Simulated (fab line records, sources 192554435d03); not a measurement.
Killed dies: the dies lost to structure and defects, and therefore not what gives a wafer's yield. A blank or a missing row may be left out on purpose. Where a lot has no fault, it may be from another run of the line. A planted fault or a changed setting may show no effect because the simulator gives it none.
2 desks, one fault | flow n5-finfet | every desk sees just its own numbers, and what lay behind them comes last

== TOOL OWNER'S DESK, pecvd-02 ==
The tool's own readings at N5_GATE_CUT_HM_DEP_46 (deposits SiO2 from TEOS/O2, target thk 130 nm, time 26.6 s): means of the sampled wafers that have a number, for each lot that ran on this tool. The brackets show how far a lot's mean lies from the usual mean; more than 4 standard deviations puts the lot out of limits, marked OUT.
Columns: A = heater-power-w at N5_GATE_CUT_HM_DEP_46, usual 543 W; B = showerhead-plenum-p-Torr at N5_GATE_CUT_HM_DEP_46, usual 8.337 Torr; C = throttle-valve-pct at N5_GATE_CUT_HM_DEP_46, usual 18.7 %
lot  | first seen here | A   | B     | C
L326 | day 4 12:25     | 504 | 8.334 | 18.4
L334 | day 6 13:52     | 507 | 8.354 | 18.6
L339 | day 7 18:46     | 608 | 8.360 | 18.6
L341 | day 8 05:26     | 517 | 8.335 | 18.5
This desk found nothing out of limits on any of the 4 lots.

== AT THE METROLOGY DESK ==
Means of the sampled wafers that have a number, per lot and without regard to the tool the lot ran on: this is what the gauges read. The brackets show how far a lot's mean lies from the usual mean; more than 4 standard deviations puts the lot out of limits, marked OUT. Shown are 7 of the 11 readings it has, namely the first that went out of limits plus those furthest out on some lot.
Columns: A = GC_FILL_THK at N5_GATE_CUT_THK_MEAS_24, usual 220.3 nm; B = DIBL_N at N5_BEOL_M4_RC_MEAS_101, usual 36.3 mV/V; C = ION_N at N5_BEOL_M4_RC_MEAS_101, usual 672 uA/um; D = ION_P at N5_BEOL_M4_RC_MEAS_101, usual 462 uA/um; E = SS_P at N5_BEOL_M4_RC_MEAS_101, usual 73.3 mV/dec; F = VT_N at N5_BEOL_M4_RC_MEAS_101, usual 249.9 mV; G = VT_P at N5_BEOL_M4_RC_MEAS_101, usual -249.8 mV
lot  | first seen here | A               | B    | C   | D   | E    | F     | G
L326 | day 4 15:30     | 219.9           | 37.4 | 671 | 458 | 73.9 | 251.4 | -251.1
L333 | day 6 08:28     | 219.8           | 36.8 | 679 | 460 | 73.5 | 248.7 | -249.0
L334 | day 6 17:04     | 222.4           | 35.8 | 667 | 461 | 73.1 | 250.9 | -252.8
L339 | day 7 22:36     | 296.2 (+40) OUT | 36.3 | 659 | 458 | 73.3 | 253.6 | -248.9
L341 | day 8 08:38     | 289.6 (+36) OUT | 35.4 | 671 | 463 | 73.1 | 248.9 | -247.9
L343 | day 8 18:59     | 220.1           | 36.2 | 688 | 471 | 73.9 | 246.1 | -247.6
L347 | day 9 21:05     | 222.8           | 34.7 | 669 | 469 | 73.0 | 249.5 | -246.8
L348 | day 10 04:22    | 218.7           | 36.0 | 674 | 460 | 73.2 | 249.1 | -249.5
Finding of this desk: L339, L341 out of limits, first seen on L339 at day 7 22:36 (GC_FILL_THK at N5_GATE_CUT_THK_MEAS_24). L326, L333, L334, L343, L347, L348 stayed within limits.

== BROUGHT TOGETHER ==
At day 7 22:36 the metrology desk could have sounded an alarm, on L339, L341.
The desk of the tool owner found nothing out of limits.
Tool owner's desk: L339, L341 on record, inside its limits.
The lots listed all ran N5_GATE_CUT_HM_DEP_46 on pecvd-02.

== WHAT WAS PUT IN BY THE SIMULATOR ==
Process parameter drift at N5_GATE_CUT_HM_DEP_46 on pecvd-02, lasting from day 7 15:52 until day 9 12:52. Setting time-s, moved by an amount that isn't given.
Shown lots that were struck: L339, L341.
Delay in hours, fault start to first out-of-limits reading, per desk: metrology desk 7.
